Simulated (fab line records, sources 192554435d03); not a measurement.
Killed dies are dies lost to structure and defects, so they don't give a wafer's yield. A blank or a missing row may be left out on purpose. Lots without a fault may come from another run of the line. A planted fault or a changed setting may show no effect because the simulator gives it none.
A struck lot beside a sound one | flow n5_finfet | 23 steps out of a route of 1938
Sound: wafers L587.2, L587.3, L587.6. Struck: wafers L599.1, L599.2, L599.3. The cause comes at the end.
At each step with rows: each side's tool, then ch and its chambers, then its first start. Under that, the readings that differ: sound wafers | struck wafers | difference of the means | sigmas: that difference in standard deviations of wafers without a fault.
alike: readings whose means differ by less than 2 such deviations, and words and numbers that are the same on both sides. not compared: withheld readings, readings that some wafer has no value for, bounds like >300 that may hide the same value, and numbers for which the record gives no deviation and whose values overlap.
The two part at a step that has a row with sigmas, a row that says differs or no value, or rows on one side only. Numbers that don't overlap but have no deviation are shown without sigmas and don't part them. A reading that every wafer of one side lacks parts them only if that side has two wafers or more.

first, 9 steps without rows for these wafers: N5_DUMMY_GATE_EXPOSE_12 (exposes mask GATE, target cd 25 nm); N5_DUMMY_GATE_PEB_13 (peb time 60 s); N5_DUMMY_GATE_DEVELOP_14 (develop time 30 s); N5_DUMMY_GATE_DESCUM_20 (chemistry O2, time 6.2 s); N5_DUMMY_GATE_ETCH_29 (etches underlayer in N2/H2, target depth 13 nm); N5_DUMMY_GATE_ETCH_36 (etches SiARC in CF4, target depth 13 nm); N5_DUMMY_GATE_ETCH_37 (etches SOC in N2/H2, target depth 60 nm, overetch 30 nm); N5_DUMMY_GATE_STRIP_38 (strips in N2/H2); N5_DUMMY_GATE_STRIP_39 (strips in N2/H2).
N5_DUMMY_GATE_TRIM_49: chemistry O2, time 29 s, target cd 14 nm.
  sound on rie_si-03 ch 1,3, day 3 23:33; struck on rie_si-06 ch 1,2,3, day 6 22:20
  no value came back on the struck wafers for any of 5 readings (O2_flow_sccm (sccm), bias_power_w (W) and others); on the sound wafers O2_flow_sccm (sccm) reads 100.2 99.8 100.3
  reading                     | sound          | struck       | difference | sigmas
  model.DUMMY_GATE.cd_nm (nm) | 14.2 14.2 13.8 | 23.4 23.2 23 | +9.1       |
  not compared: rf_hours_counter_h
then, 1 step without rows for these wafers: N5_DUMMY_GATE_STRIP_40 (strips in CF4).
N5_DUMMY_GATE_CD_MEAS_50: target cd 14 nm.
  sound on cd_sem-03, day 3 23:49; struck on cd_sem-02, day 6 22:40
  reading    | sound          | struck         | difference | sigmas
  cd_nm (nm) | 13.8 14.4 13.9 | 23.1 23.2 23.2 | +9.1       | +27
then, 6 steps without rows for these wafers: N5_DUMMY_GATE_ETCH_31 (etches SiO2 in C4F6/O2, target depth 82.5 nm, time 27.5 s); N5_DUMMY_GATE_STRIP_41 (strips in O2); N5_DUMMY_GATE_HM_OPEN_21 (chemistry CH3F/O2, target SiNx, target depth 120 nm, time 171.4 s); N5_DUMMY_GATE_ETCH_32 (etches SiO2 in CF4, target depth 3.5 nm, time 3.9 s); N5_DUMMY_GATE_ETCH_23 (etches poly-Si in HBr/Cl2/O2, target depth 41 nm, time 22.3 s); N5_DUMMY_GATE_ETCH_44 (etches poly-Si in HBr/O2, stops on SiO2, target depth 127.5 nm).
N5_DUMMY_GATE_CD_MEAS_24: target cd 15 nm.
  sound on cd_sem-01, day 4 00:20; struck on cd_sem-02, day 6 23:12
  reading    | sound          | struck         | difference | sigmas
  cd_nm (nm) | 15.1 15.3 14.5 | 24.0 23.8 24.0 | +9.0       | +24
N5_DUMMY_GATE_ETCH_42: etches SiO2 in CHF3/O2, target depth 3.5 nm, time 31 s.
  sound on rie_diel-05 ch 0,2, day 4 00:23; struck on rie_diel-02 ch 1,2,3, day 6 23:21
  reading                     | sound        | struck         | difference | sigmas
  model.DUMMY_GATE.cd_nm (nm) | 15 15.4 14.6 | 24.4 24.2 24.2 | +9.3       |
  alike: CHF3_flow_sccm, O2_flow_sccm, drypump_motor_current_A, oes_product_au, rf_vpp_V, showerhead_plenum_p_Torr, throttle_valve_pct
  not compared: rf_hours_counter_h
then, 1 step without rows for these wafers: N5_DUMMY_GATE_STRIP_48 (strips in N2/H2, time 20 s).
N5_BEOL_M4_RC_MEAS_101:
  the record has rows for the sound wafers here (prober-01 ch 0, day 10 00:03) and none for the struck ones
-- the record jumps here: 12 days lie between the struck wafers' starts before and after (it left off in module BEOL_M4 and takes up again in module PASSIVATION, whose first step shown is number 1936 of the route) --
N5_PASSIVATION_PROBE_49:
  the record has rows for the struck wafers here (prober-01, day 18 15:17) and none for the sound ones

WHERE THEY PART
First at N5_DUMMY_GATE_TRIM_49; last, within this record, at N5_PASSIVATION_PROBE_49.

WHY: what the simulator had put in
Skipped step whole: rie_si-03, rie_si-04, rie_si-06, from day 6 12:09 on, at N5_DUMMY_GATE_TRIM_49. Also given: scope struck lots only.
